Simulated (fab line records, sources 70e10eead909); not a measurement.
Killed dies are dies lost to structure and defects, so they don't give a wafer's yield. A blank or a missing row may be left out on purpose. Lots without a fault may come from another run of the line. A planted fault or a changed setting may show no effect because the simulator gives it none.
Which tool did it? | flow nand_harc | 24 lots, 72 wafers sampled, at 2 steps of a route of 1302

WHAT THE GAUGES READ, wafer by wafer
NHARC_A_M1_THK_MEAS_24: measures by xrf.
lot  | measured     | on            | thk_nm (nm)
L074 | day 23 04:56 | film_metro-01 | 155.2 154.2 154.6
L075 | day 23 05:59 | film_metro-01 | 151.6 151.5 153.1
L077 | day 24 00:42 | film_metro-02 | 154.0 153.3 153.6
L076 | day 24 01:15 | film_metro-01 | 154.4 152.2 152.9
L078 | day 24 07:32 | film_metro-02 | 155.2 153.8 155.5
L079 | day 24 17:27 | film_metro-02 | 155.8 154.9 154.4
L080 | day 25 12:26 | film_metro-02 | 155.4 152.4 153.7
L081 | day 25 13:40 | film_metro-02 | 155.4 152.9 154.0
L082 | day 26 03:50 | film_metro-02 | 152.7 152.8 153.7
L083 | day 26 15:11 | film_metro-02 | 154.3 151.3 155.3
L084 | day 27 15:07 | film_metro-02 | 154.9 153.7 152.4
L085 | day 27 16:44 | film_metro-01 | 152.0 155.0 154.5
L086 | day 27 18:55 | film_metro-01 | 152.7 153.5 154.1
L087 | day 28 05:59 | film_metro-02 | 153.0 155.5 153.5
L089 | day 29 00:14 | film_metro-02 | 155.6 153.9 154.3
L088 | day 29 08:31 | film_metro-01 | 154.5 156.2 155.1
L091 | day 29 15:04 | film_metro-02 | 154.0 155.3 155.8
L090 | day 30 10:22 | film_metro-01 | 156.2 156.2 156.2
L092 | day 30 23:06 | film_metro-02 | 153.0 154.8 155.5
L095 | day 31 04:47 | film_metro-01 | 154.5 156.7 157.8
L093 | day 31 09:07 | film_metro-01 | 154.5 153.5 154.5
L094 | day 31 09:38 | film_metro-01 | 156.4 156.3 152.9
L096 | day 31 18:10 | film_metro-02 | 156.6 157.8 156.8
L097 | day 32 15:29 | film_metro-02 | 157.1 155.3 158.4

NHARC_A_M1_INSPECT_27.
lot  | measured     | on                | raw_defect_count
L074 | day 23 05:05 | defect_inspect-01 | 411 301 470
L075 | day 23 06:09 | defect_inspect-01 | 639 483 675
L077 | day 24 00:52 | defect_inspect-01 | 548 502 614
L076 | day 24 01:25 | defect_inspect-02 | 533 341 456
L078 | day 24 07:42 | defect_inspect-02 | 686 508 820
L079 | day 24 17:36 | defect_inspect-01 | 603 516 477
L080 | day 25 12:35 | defect_inspect-02 | 458 475 418
L081 | day 25 13:49 | defect_inspect-01 | 499 679 692
L082 | day 26 03:59 | defect_inspect-02 | 326 447 436
L083 | day 26 15:20 | defect_inspect-01 | 565 486 552
L084 | day 27 15:16 | defect_inspect-02 | 640 494 468
L085 | day 27 16:54 | defect_inspect-02 | 558 520 494
L086 | day 27 19:05 | defect_inspect-01 | 419 472 538
L087 | day 28 06:08 | defect_inspect-01 | 467 607 795
L089 | day 29 00:23 | defect_inspect-01 | 571 951 639
L088 | day 29 08:40 | defect_inspect-02 | 546 527 689
L091 | day 29 15:14 | defect_inspect-02 | 520 580 722
L090 | day 30 10:31 | defect_inspect-02 | 466 561 480
L092 | day 30 23:16 | defect_inspect-02 | 467 536 432
L095 | day 31 04:57 | defect_inspect-02 | 661 679 751
L093 | day 31 09:17 | defect_inspect-01 | 603 550 588
L094 | day 31 09:47 | defect_inspect-01 | 426 598 511
L096 | day 31 18:22 | defect_inspect-02 | 689 599 670
L097 | day 32 15:39 | defect_inspect-01 | 667 566 498

WHICH TOOL RAN EACH LOT (tool, then ch and the chambers of the sampled wafers, then the start)
The record holds no process step before these readings.

WHAT THE TOOLS THEMSELVES READ (means of the sampled wafers that have a number; where no wafer has one, the mark that the record gives instead)
The record holds no such reading with a usual standard deviation.

THE ANSWER, worked out from the rows above alone
Rule: what is usual is taken from the lots themselves. Put in order of their means at a reading, lots are off if they are a third of the lots or fewer, leave a main group of 4 or more, and stand apart from it by a gap of 3 or more times the standard deviation of the main group's means; of several such gaps the widest counts. A main group whose means are all the same, to the digits that the tables above print for the reading, isn't used. A lot without any number at a reading at which 4 lots or more have one is off too. The other lots that the step has rows for count as sound. The gauges are gone through in route order, then the tools' own readings, and for those a lot's mean is taken as printed above. The first step at which some lot is off is used, and at that step the reading that is off furthest; a lot without a number counts as furthest.
No lot is off at any reading shown: from this, nothing can be told.

WHAT THE SIMULATOR HAD PUT IN
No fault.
